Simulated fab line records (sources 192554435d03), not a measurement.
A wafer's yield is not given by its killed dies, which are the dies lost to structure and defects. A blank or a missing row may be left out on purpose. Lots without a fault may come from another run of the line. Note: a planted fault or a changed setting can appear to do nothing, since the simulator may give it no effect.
One fault through the eyes of 2 desks | flow n5-finfet | only its own numbers are on each desk; what lay behind them is given at the end

== FROM THE METROLOGY DESK ==
Means of the sampled wafers that have a number, per lot and without regard to the tool the lot ran on: this is what the gauges read. A lot is out of limits, marked OUT, if its mean lies more than 4 standard deviations from the usual mean; the brackets give that distance. 7 of its 12 readings are shown: the first one out of limits and those lying furthest out on some lot.
Columns: A = trench-depth-nm at N5_STI_FIN_REVEAL_FIN_H_MEAS_10, usual 51.9 nm; B = thk-nm at N5_DUMMY_GATE_THK_MEAS_05, usual 72.1 nm; C = DIBL_N at N5_BEOL_M4_RC_MEAS_101, usual 37.2 mV/V; D = DIBL_P at N5_BEOL_M4_RC_MEAS_101, usual 37.3 mV/V; E = IOFF_N at N5_BEOL_M4_RC_MEAS_101, usual 0.18 nA/um; F = IOFF_P at N5_BEOL_M4_RC_MEAS_101, usual 0.24 nA/um; G = ION_N at N5_BEOL_M4_RC_MEAS_101, usual 680 uA/um
lot  | first seen here | A               | B    | C    | D    | E    | F    | G
L311 | day 2 13:53     | 51.5            | 71.2 | 37.0 | 37.0 | 0.17 | 0.22 | 674
L312 | day 2 20:38     | 51.4            | 75.0 | 34.6 | 34.5 | 0.15 | 0.20 | 675
L314 | day 3 08:56     | 52.4            | 70.5 | 39.1 | 39.6 | 0.23 | 0.27 | 702
L323 | day 5 13:44     | 61.1 (+12) OUT  | 72.3 | 40.9 | 41.0 | 0.25 | 0.31 | 698
L324 | day 5 18:39     | 59.0 (+9.2) OUT | 72.3 | 36.5 | 36.4 | 0.16 | 0.22 | 674
L329 | day 8 01:33     | 52.4            | 71.5 | 36.1 | 38.5 | 0.17 | 0.25 | 683
L332 | day 8 03:15     | 51.3            | 72.0 | 36.7 | 37.6 | 0.18 | 0.22 | 683
L333 | day 8 05:07     | 53.0            | 72.6 | 34.0 | 35.7 | 0.13 | 0.21 | 670
L334 | day 8 10:14     | 52.1            | 72.2 | 37.8 | 37.3 | 0.19 | 0.26 | 676
This desk finds L323, L324 out of limits, L323 being first, at day 5 13:44 (trench-depth-nm at N5_STI_FIN_REVEAL_FIN_H_MEAS_10). In limits: L311, L312, L314, L329, L332, L333, L334.

== DESK OF THE TOOL OWNER: vapor-etch-02 ==
The tool's own readings at N5_STI_FIN_REVEAL_RECESS_09 (chemistry HF/NH3, target SiO2, afs cycles 11, target depth 42.5 nm, sublimation time 60 s): means of the sampled wafers that have a number, for each lot that ran on this tool. A lot is out of limits, marked OUT, if its mean lies more than 4 standard deviations from the usual mean; the brackets give that distance.
Columns: A = drypump-motor-current-A at N5_STI_FIN_REVEAL_RECESS_09, usual 5.07 A; B = temp-c at N5_STI_FIN_REVEAL_RECESS_09, usual 29.99 C
lot  | first seen here | A    | B
L311 | day 2 11:02     | 5.06 | 29.96
L323 | day 5 11:34     | 5.06 | 30.01
L324 | day 5 16:29     | 5.18 | 29.93
L332 | day 8 00:29     | 5.31 | 30.03
L333 | day 8 02:23     | 5.18 | 29.98
L334 | day 8 07:32     | 5.50 | 30.07
This desk found nothing out of limits on any of the 6 lots.

== TAKEN TOGETHER ==
Metrology desk: alarm possible at day 5 13:44 on L323, L324.
The tool owner's desk saw nothing out of limits.
Tool owner's desk: L323, L324 on record, inside its limits.
All the named lots went through N5_STI_FIN_REVEAL_RECESS_09 on vapor-etch-02.

== WHAT THE SIMULATOR PUT IN ==
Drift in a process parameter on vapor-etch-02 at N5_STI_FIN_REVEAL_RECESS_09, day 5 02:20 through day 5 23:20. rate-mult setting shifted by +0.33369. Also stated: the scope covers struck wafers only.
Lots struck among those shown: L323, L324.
Hours from the fault's start to each desk's first reading out of limits: the metrology desk, 11.
